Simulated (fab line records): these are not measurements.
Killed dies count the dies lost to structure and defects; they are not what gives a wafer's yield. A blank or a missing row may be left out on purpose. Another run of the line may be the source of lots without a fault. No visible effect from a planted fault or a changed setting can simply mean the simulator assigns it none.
fab line records	flow n5_finfet
record: lots: 8	wafers: 24	last_day: 15
route steps=1938 shown HKMG_FIN@401 BEOL_M4@1111 PASSIVATION@1936
lots untouched by any fault: they come from a run of this same line in which no faults occurred
start_h: hours from the record's opening day to when the first of the lot's shown wafers began	wait_h: hours elapsed since this lot's preceding step	" repeats the value in the row above	L1.1+2: a single row standing in for several wafers	- no value, or no start was given	* or withheld: withheld	< > ~ a bound
route shown NAME@n: NAME is a module with steps in the file, n the number in the route of the first one	usual: mean and standard deviation over wafers with no fault	same: alike in all rows	chamber/n: place in a boat	sites: per-site readings	_std_site: how widely they spread, as a standard deviation	_edge_site: the outer-site mean with the inner-site mean subtracted	radius_mm: for every site, how far away it sits from the centre of the wafer	mask NAME#n: copy n	behind: the tool/chamber that last shaped the wafer	hold: cause of the lot's hold/its duration in hours/its outcome	device: which transistor (n, p or np) failed to switch	end of line: tests run on the same wafers once the route is complete	a step with no rows: only its recipe	killed: the dies lost at the first sort to structure and to defects; this is not the yield of the wafer	map: per-die view of a wafer (x killed, . not killed, _ where there is no die)
set.NAME: the setting that was run; set.NAME@STEP: the one run at that earlier step	model.NAME: the simulator's own value behind a step, which no gauge read
one table for each step of the route and one row for each wafer, over a sample of lots
services: a tool's chamber out of use, with start hour (start_h, from the record's first day; less than 0 if before it), hours out, and reason
== steps ==
step: N5_HKMG_FIN_DESCUM_53
recipe: chemistry: O2	time_s: 7.9	source_power_w: 50	bias_power_w: 20	pressure_mtorr: 20	rf_frequency_hz: 2.712e+07	temp_c: 40	resist: CAR-ArF	o2_flow_sccm: 225
usual: drypump_motor_current_A: 5.9/0.41	oes_product_au: 0.79/0.09	rf_vpp_V: 243.4/1.3	showerhead_plenum_p_Torr: 2.10/0.071	temp_c: 40.01/0.12	throttle_valve_pct: 20.24/0.25
lot.wafer	tool	chamber	start_h	wait_h	drypump_motor_current_A	oes_product_au	rf_hours_counter_h	rf_vpp_V	showerhead_plenum_p_Torr	temp_c	throttle_valve_pct
L904.2	rie_diel-01	2	76.93	0.1	5.6	0.80	133	243.7	2.09	39.97	19.99
L904.3	"	0	"	"	6.2	0.71	220	246.1	2.15	40.16	20.12
L904.6	"	0	"	"	6.2	0.70	-	244.2	2.15	40.06	20.12
L907.2	rie_diel-01	0	89.60	0.1	6.2	0.70	228	245.0	2.14	40.00	20.14
L907.3	"	1	"	"	5.9	1.00	0	243.4	2.04	39.94	20.09
L907.4	"	2	"	"	5.6	0.78	140	243.8	2.09	39.96	20.00
L909.2	rie_diel-03	1	101.99	0.1	5.8	0.75	174	244.3	2.18	39.72	20.36
L909.4	"	2	"	"	6.4	0.74	167	242.0	2.00	39.81	20.31
L909.5	"	1	"	"	5.8	0.75	-	244.0	2.18	39.89	20.36
L914.2	rie_diel-01	0	136.70	0.0	6.2	0.68	246	245.7	2.14	40.14	20.18
L914.5	"	0	"	"	6.3	0.68	-	243.1	2.14	39.96	20.17
L914.6	"	3	"	"	6.2	0.88	-	245.0	2.23	39.87	20.10
L915.3	rie_diel-01	1	140.13	0.3	5.9	0.92	17	243.2	2.04	39.97	20.12
L915.4	"	0	"	"	6.2	0.68	248	243.5	2.14	39.96	20.19
L915.6	"	1	"	"	5.9	0.91	-	242.8	2.04	39.95	20.12
L916.1	rie_diel-01	0	143.30	0.1	6.2	0.69	250	242.5	2.14	40.09	20.17
L916.3	"	1	"	"	5.9	0.92	19	242.3	2.04	40.14	20.12
L916.5	"	2	"	"	5.6	0.77	-	243.0	2.08	40.05	20.05
L921.1	rie_diel-03	3	176.31	0.0	6.3	0.69	241	242.8	2.07	39.99	20.77
L921.4	"	2	"	"	6.4	0.72	-	242.1	1.99	40.06	20.33
L921.5	"	1	"	"	5.8	0.72	-	245.0	2.17	39.72	20.40
L923.2	rie_diel-03	2	186.77	0.0	6.4	0.71	199	241.3	1.99	39.96	20.37
L923.3	"	1	"	"	5.8	0.71	206	243.2	2.17	39.91	20.41
L923.4	"	1	"	"	5.8	0.71	-	243.4	2.17	39.85	20.40
step: N5_HKMG_FIN_ETCH_58
recipe: chemistry: N2/H2	target: SOC	target_depth_a: 2158	ion_energy_ev: 50	bias_w: 13	time_s: 741	pressure_mtorr: 30	source_w: 875	n2_flow_sccm: 200	h2_flow_sccm: 200
usual: drypump_motor_current_A: 5.9/0.41	oes_product_au: 0.79/0.091	rf_vpp_V: 99.2/0.81	showerhead_plenum_p_Torr: 2.56/0.083	throttle_valve_pct: 17.66/0.23
lot.wafer	tool	chamber	start_h	wait_h	drypump_motor_current_A	oes_product_au	rf_hours_counter_h	rf_vpp_V	showerhead_plenum_p_Torr	throttle_valve_pct
L904.2	rie_diel-01	2	77.24	0.0	5.6	0.79	133	98.1	2.55	17.48
L904.3	"	0	"	"	6.2	0.71	220	98.1	2.62	17.58
L904.6	"	0	"	"	6.2	0.70	-	100.7	2.62	17.60
L907.2	rie_diel-01	0	89.91	0.0	6.2	0.70	228	101.0	2.62	17.62
L907.3	"	1	"	"	5.9	0.99	1	98.6	2.50	17.56
L907.4	"	2	"	"	5.6	0.79	141	99.1	2.55	17.49
L909.2	rie_diel-03	1	102.29	0.0	5.8	0.74	174	99.6	2.65	17.72
L909.4	"	2	"	"	6.4	0.74	167	99.2	2.43	17.67
L909.5	"	1	"	"	5.8	0.73	-	99.2	2.64	17.71
L914.2	rie_diel-01	0	137.00	0.0	6.2	0.70	246	99.8	2.61	17.63
L914.5	"	0	"	"	6.2	0.68	-	101.1	2.61	17.64
L914.6	"	3	"	"	6.2	0.88	-	100.3	2.70	17.44
L915.3	rie_diel-01	1	140.43	0.0	5.9	0.92	17	99.2	2.49	17.59
L915.4	"	0	"	"	6.2	0.69	248	98.9	2.61	17.63
L915.6	"	1	"	"	5.9	0.93	-	99.3	2.49	17.62
L916.1	rie_diel-01	0	143.60	0.0	6.2	0.68	250	99.2	2.61	17.65
L916.3	"	1	"	"	5.9	0.92	19	98.3	2.49	17.61
L916.5	"	2	"	"	5.6	0.76	-	101.1	2.54	17.54
L921.1	rie_diel-03	3	176.61	0.0	6.3	0.69	241	98.4	2.51	18.21
L921.4	"	2	"	"	6.4	0.73	-	99.8	2.42	17.71
L921.5	"	1	"	"	5.8	0.72	-	99.9	2.63	17.75
L923.2	rie_diel-03	2	187.07	0.0	6.4	0.72	199	98.7	2.42	17.71
L923.3	"	1	"	"	5.8	0.72	206	99.2	2.63	17.76
L923.4	"	1	"	"	5.8	0.72	-	98.8	2.63	17.75
step: N5_HKMG_FIN_ALD_36
recipe: material: TiN	target_thk_a: 10	temp_c: 400	ald_precursor_family: TiCl4	ald_co_reactant: NH3	pulse_time_s: 1	purge_time_s: 3	co_reactant_purge_time_s: 2	co_reactant_pulse_time_s: 2	ald_cycles: 47	pressure_torr: 3
usual: heater_power_w: 920/100	precursor_pulse_height_rel: 0.999/0.019
same: co_reactant_pulse_time_s: 2
lot.wafer	tool	chamber	start_h	wait_h	heater_power_w	precursor_pulse_height_rel
L904.2	ald_metal-04	3	79.15	0.0	1102	1.017
L904.3	"	1	"	"	979	0.983
L904.6	"	1	"	"	946	0.993
L907.2	ald_metal-04	2	91.73	0.0	933	1.015
L907.3	"	3	"	"	1111	0.962
L907.4	"	0	"	"	936	0.955
L909.2	ald_metal-02	3	104.11	0.0	803	0.977
L909.4	"	1	"	"	857	1.009
L909.5	"	3	"	"	819	1.009
L914.2	ald_metal-01	2	138.95	0.0	943	1.013
L914.5	"	1	"	"	1104	0.988
L914.6	"	0	"	"	968	1.009
L915.3	ald_metal-02	0	142.26	0.0	919	0.983
L915.4	"	1	"	"	857	1.028
L915.6	"	2	"	"	739	1.000
L916.1	ald_metal-02	0	145.42	0.0	952	1.000
L916.3	"	2	"	"	762	1.030
L916.5	"	3	"	"	828	0.972
L921.1	ald_metal-02	3	178.45	0.0	856	1.020
L921.4	"	1	"	"	841	0.998
L921.5	"	0	"	"	916	1.037
L923.2	ald_metal-01	3	189.09	0.0	732	1.028
L923.3	"	1	"	"	1104	1.022
L923.4	"	2	"	"	913	0.988
step: N5_HKMG_FIN_INSPECT_14
recipe: mode: adi	inspect_instrument: macro
usual: raw_defect_count: 2.0/1.3
lot.wafer	tool	chamber	start_h	wait_h	raw_defect_count
L904.2	defect_inspect-02	-	80.37	0.0	6
L904.3	"	-	"	"	2
L904.6	"	-	"	"	1
L907.2	defect_inspect-01	-	92.94	0.0	1
L907.3	"	-	"	"	1
L907.4	"	-	"	"	3
L909.2	defect_inspect-02	-	105.20	0.0	1
L909.4	"	-	"	"	3
L909.5	"	-	"	"	3
L914.2	defect_inspect-01	-	140.04	0.0	2
L914.5	"	-	"	"	1
L914.6	"	-	"	"	5
L915.3	defect_inspect-02	-	143.47	0.0	>300
L915.4	"	-	"	"	>300
L915.6	"	-	"	"	>300
L916.1	defect_inspect-02	-	147.84	0.0	>300
L916.3	"	-	"	"	>300
L916.5	"	-	"	"	>300
L921.1	defect_inspect-02	-	179.53	0.0	1
L921.4	"	-	"	"	1
L921.5	"	-	"	"	2
L923.2	defect_inspect-02	-	190.30	0.0	2
L923.3	"	-	"	"	3
L923.4	"	-	"	"	2
step: N5_HKMG_FIN_STRIP_34
recipe: chemistry: CF4	resist: SiARC	power_w: 300	bias_power_w: 75	pressure_mtorr: 50	cf4_flow_sccm: 150	rf_frequency_hz: 6e+07
usual: drypump_motor_current_A: 5.9/0.43	oes_product_au: 0.77/0.081	rf_vpp_V: 271.3/1.3	showerhead_plenum_p_Torr: 1.80/0.054	throttle_valve_pct: 13.45/0.24
lot.wafer	tool	chamber	start_h	wait_h	drypump_motor_current_A	oes_product_au	rf_hours_counter_h	rf_vpp_V	showerhead_plenum_p_Torr	throttle_valve_pct
L904.2	rie_diel-01	0	81.01	0.0	6.2	0.70	223	272.0	1.84	13.47
L904.3	"	3	"	"	6.2	0.93	9	273.0	1.90	13.13
L904.6	"	2	"	"	5.6	0.78	-	271.8	1.79	13.26
L907.2	rie_diel-01	3	93.38	0.0	6.2	0.91	15	272.7	1.90	13.12
L907.3	"	2	"	"	5.6	0.77	142	271.3	1.79	13.28
L907.4	"	1	"	"	5.9	0.95	2	271.8	1.76	13.22
L909.2	rie_diel-03	3	105.51	0.0	6.3	0.71	217	270.4	1.77	13.87
L909.4	"	1	"	"	5.8	0.73	175	272.3	1.85	13.54
L909.5	"	0	"	"	6.3	0.70	-	271.8	1.77	13.56
L914.2	rie_diel-03	0	140.75	0.0	6.3	0.69	243	270.2	1.77	13.59
L914.5	"	0	"	"	6.3	0.68	-	270.0	1.77	13.57
L914.6	"	1	"	"	5.8	0.72	-	273.2	1.85	13.55
L915.3	rie_diel-02	0	143.80	0.0	5.5	0.80	94	271.2	1.80	13.15
L915.4	"	1	"	"	4.8	0.69	219	270.0	1.71	13.58
L915.6	"	1	"	"	4.8	0.70	-	269.4	1.71	13.58
L916.1	rie_diel-01	1	148.18	0.0	5.9	0.89	22	270.1	1.76	13.29
L916.3	"	2	"	"	5.6	0.76	164	271.9	1.79	13.31
L916.5	"	2	"	"	5.6	0.76	-	270.6	1.79	13.32
L921.1	rie_diel-03	1	179.85	0.0	5.8	0.71	202	272.9	1.85	13.59
L921.4	"	2	"	"	6.4	0.71	-	269.9	1.70	13.54
L921.5	"	3	"	"	6.3	0.70	-	270.5	1.77	13.91
L923.2	rie_diel-02	1	190.68	0.0	4.8	0.67	234	270.4	1.71	13.63
L923.3	"	2	"	"	5.6	0.92	18	271.7	1.84	13.67
L923.4	"	0	"	"	5.5	0.78	109	270.6	1.80	13.20
step: N5_BEOL_M4_RC_MEAS_101
usual: DIBL_N: 36.4/1.2	DIBL_P: 36.1/1.6	IOFF_N: 0.156/0.024	IOFF_P: 0.21/0.031	ION_N: 674/11	ION_P: 463/6.9	SS_N: 71.5/0.5	SS_P: 73.2/0.55	VT_N: 250.0/2.9	VT_P: -250/3.6
lot.wafer	tool	chamber	start_h	wait_h	DIBL_N[mV/V]	DIBL_P[mV/V]	IOFF_N[nA/um]	IOFF_P[nA/um]	ION_N[uA/um]	ION_P[uA/um]	SS_N[mV/dec]	SS_P[mV/dec]	VT_N[mV]	VT_P[mV]
L904.2	prober-02	0	166.60	0.2	37.7	38.4	0.178	0.22	671	462	72.2	73.5	250.2	-250
L904.3	"	0	"	"	35.5	36.8	0.155	0.20	675	464	71.2	72.9	251.4	-251
L904.6	"	0	"	"	36.2	37.6	0.157	0.20	679	464	70.8	72.7	250.2	-252
L907.2	prober-02	0	174.43	0.2	35.5	36.6	0.160	0.20	675	456	71.5	73.7	248.2	-252
L907.3	"	0	"	"	35.4	36.2	0.146	0.18	661	450	71.3	73.5	250.2	-257
L907.4	"	0	"	"	37.9	39.3	0.207	0.24	679	463	71.7	75.0	244.5	-249
L909.2	prober-01	0	193.78	0.2	35.2	34.7	0.133	0.20	668	468	71.4	73.0	250.7	-249
L909.4	"	0	"	"	35.9	36.4	0.144	0.22	671	468	72.3	73.8	251.6	-246
L909.5	"	0	"	"	35.2	34.3	0.134	0.20	665	461	71.2	72.9	253.1	-250
L914.2	prober-02	0	226.14	0.3	36.3	35.8	0.159	0.21	687	467	71.9	73.7	249.2	-251
L914.5	"	0	"	"	36.3	35.8	0.161	0.21	685	472	71.1	74.1	248.0	-251
L914.6	"	0	"	"	36.1	35.7	0.152	0.21	668	458	70.8	73.5	249.3	-250
L916.1	prober-01	0	227.28	0.0	34.6	32.7	0.127	0.18	661	454	71.4	72.3	255.9	-252
L916.3	"	0	"	"	34.1	32.2	0.117	0.17	660	453	71.3	72.0	255.5	-253
L916.5	"	0	"	"	36.6	35.1	0.156	0.21	678	460	71.4	73.0	250.3	-249
L915.3	prober-02	0	232.71	0.3	38.7	38.0	0.181	0.25	671	464	72.1	73.0	245.3	-246
L915.4	"	0	"	"	38.5	38.2	0.185	0.25	683	468	72.3	73.4	245.3	-249
L915.6	"	0	"	"	40.6	41.5	0.236	0.31	696	477	72.6	73.8	245.4	-242
L921.1	prober-01	0	257.99	0.0	35.7	34.8	0.138	0.19	668	461	70.4	73.1	249.6	-249
L921.4	"	0	"	"	35.9	35.4	0.143	0.21	668	461	71.3	72.7	248.5	-250
L921.5	"	0	"	"	36.2	35.9	0.145	0.21	669	466	71.4	72.7	249.6	-248
L923.2	prober-01	0	276.94	0.2	37.7	36.7	0.175	0.25	679	467	71.8	73.3	247.2	-247
L923.3	"	0	"	"	37.7	37.1	0.186	0.26	688	470	71.7	74.1	247.7	-247
L923.4	"	0	"	"	36.4	34.8	0.149	0.22	661	463	71.0	73.3	250.1	-248
step: N5_PASSIVATION_PROBE_49
usual: defect_limited_yield: 91.4/1.5	killed_at_M0_to_M3: 31/11	killed_at_M4_up: 13/5.5	killed_at_contacts: 13/6.3	killed_at_front_end: 40/13	killed_at_other: 3.3/2.6	killed_dies: 101/18	killed_on_rim: 13/4	killed_open: 67/13	killed_short: 33/7.9	sort_bin_5_function: 5.1/1	sort_bin_6_memory: 3.2/0.68	sort_n_pass: 1079/18	sort_yield_pct: 91.4/1.5
same: gross_dies: 1180	killed_at_back_side: 0	sort_bin_4_leakage[%]: 0	sort_bin_8_speed[%]: 0
lot.wafer	tool	chamber	start_h	wait_h	defect_limited_yield[%]	killed_at_M0_to_M3	killed_at_M4_up	killed_at_contacts	killed_at_front_end	killed_at_other	killed_dies	killed_on_rim	killed_open	killed_short	sort_bin_5_function[%]	sort_bin_6_memory[%]	sort_n_pass	sort_yield_pct[%]
L915.3	prober-01	-	331.30	0.1	88.6	30	14	13	71	6	134	28	65	22	6.9	3.2	1046	88.6
L915.4	prober-01	-	331.35	0.2	80.2	31	11	25	163	4	234	18	71	31	12.7	4.7	946	80.2
L915.6	prober-01	-	331.45	0.3	87.7	39	7	20	71	8	145	31	72	20	7.3	3.6	1035	87.7
L916.1	prober-02	-	333.38	0.0	80.4	23	17	19	169	3	231	10	64	30	12.7	4.7	949	80.4
L916.3	prober-02	-	333.48	0.1	85.4	18	19	19	107	9	172	29	80	37	9.0	4.2	1008	85.4
L916.5	prober-02	-	333.58	0.2	86.9	15	4	12	119	5	155	29	61	24	7.0	4.2	1025	86.9
killed by level:class
L915.3 HKMG_FIN:unspecified=47 BEOL_M0_SAQP:geometric_particle:open=13 MOL_CONTACT_COAG:geometric_particle:open=12 BEOL_M4:geometric_particle:open=9 DUMMY_GATE:geometric_particle:open=7 BEOL_M2:geometric_particle:open=7 BEOL_M0_SAQP:geometric_particle:short=6 STI_FIN_REVEAL:geometric_particle:open=4
L915.4 HKMG_FIN:unspecified=132 MOL_CONTACT_COAG:geometric_particle:open=20 STI_FIN_REVEAL:geometric_particle:open=10 DUMMY_GATE:geometric_particle:open=7 BEOL_M1:geometric_particle:open=7 BEOL_M0_SAQP:geometric_particle:short=6 MOL_CONTACT_COAG:geometric_particle:short=5 BEOL_M2:geometric_particle:open=5
L915.6 HKMG_FIN:unspecified=52 MOL_CONTACT_COAG:geometric_particle:open=16 BEOL_M2:geometric_particle:open=11 BEOL_M1:geometric_particle:open=10 BEOL_M0_SAQP:geometric_particle:open=7 BEOL_M3:geometric_particle:open=5 ILD0:geometric_particle:open=4 MOL_CONTACT_COAG:geometric_particle:short=4
L916.1 HKMG_FIN:unspecified=137 MOL_CONTACT_COAG:geometric_particle:open=19 FIN_SAQP:geometric_particle:short=11 STI_FIN_REVEAL:geometric_particle:open=7 BEOL_M4:geometric_particle:open=6 BEOL_M0_SAQP:geometric_particle:open=5 BEOL_M2:geometric_particle:open=5 FIN_SAQP:geometric_particle:open=3
L916.3 HKMG_FIN:unspecified=55 FIN_SAQP:geometric_particle:open=15 MOL_CONTACT_COAG:geometric_particle:open=15 FIN_SAQP:geometric_particle:short=10 BEOL_M2:geometric_particle:open=7 STI_FIN_REVEAL:geometric_particle:open=6 BEOL_M5:geometric_particle:open=6 GATE_CUT:geometric_particle:short=5
L916.5 HKMG_FIN:unspecified=70 FIN_SAQP:geometric_particle:open=12 FIN_SAQP:geometric_particle:short=11 MOL_CONTACT_COAG:geometric_particle:open=11 STI_FIN_REVEAL:geometric_particle:open=10 DUMMY_GATE:geometric_particle:open=4 BEOL_M3:geometric_particle:open=4 STARTING-WAFER:geometric_particle:open=4
== services ==
tool	chamber	start_h	hours	kind
rie_diel-01	2	64.49	1.4	repair
rie_diel-01	1	67.05	-	clean
rie_diel-01	1	67.05	-	consumable_replace:focus_ring
rie_diel-01	1	67.05	21.3	scheduled_down
rie_diel-01	1	67.05	21.3	vent_cycle
ald_metal-01	-	69.25	1.4	repair
rie_diel-03	-	72.00	15.6	pm
ald_metal-04	-	103.32	6.0	pm
ald_metal-04	-	112.16	0.5	repair
ald_metal-02	3	120.48	-	calibration
rie_diel-01	1	121.69	7.3	repair
ald_metal-01	2	132.64	2.4	repair
rie_diel-01	0	144.08	-	clean
rie_diel-01	0	144.08	-	consumable_replace:focus_ring
rie_diel-01	0	144.08	27.9	scheduled_down
rie_diel-01	0	144.08	27.9	vent_cycle
rie_diel-02	3	152.96	1.8	repair
rie_diel-03	0	165.62	14.4	repair
rie_diel-01	1	172.82	7.6	repair
rie_diel-02	0	174.77	2.9	repair
rie_diel-03	0	180.07	-	clean
rie_diel-03	0	180.07	-	consumable_replace:focus_ring
rie_diel-03	0	180.07	19.5	scheduled_down
rie_diel-03	0	180.07	19.5	vent_cycle
== key ==
first_sign: step: N5_HKMG_FIN_INSPECT_14	reading: raw_defect_count	direction: up	sigmas: 99+	usual: 2.0	struck: >300
effect: step: N5_PASSIVATION_PROBE_49	reading: killed_at_front_end	direction: up	sigmas: 6.1	usual: 40	struck: 117
more_kills_born_at: N5_HKMG_FIN_ETCH_58@rie_diel-01: 493
met_at N5_HKMG_FIN_ETCH_58
struck_lots L915,L916
not_acting_at N5_HKMG_FIN_DESCUM_53,N5_HKMG_FIN_ALD_36,N5_HKMG_FIN_STRIP_34
onset_between 137.00 140.43
fault: kind: chamber_particle_source	tool: rie_diel-01	chamber: -	onset_h: 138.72	steps: N5_HKMG_FIN_ETCH_58	rate_per_visit_cm2: 0.96109	end_h: 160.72
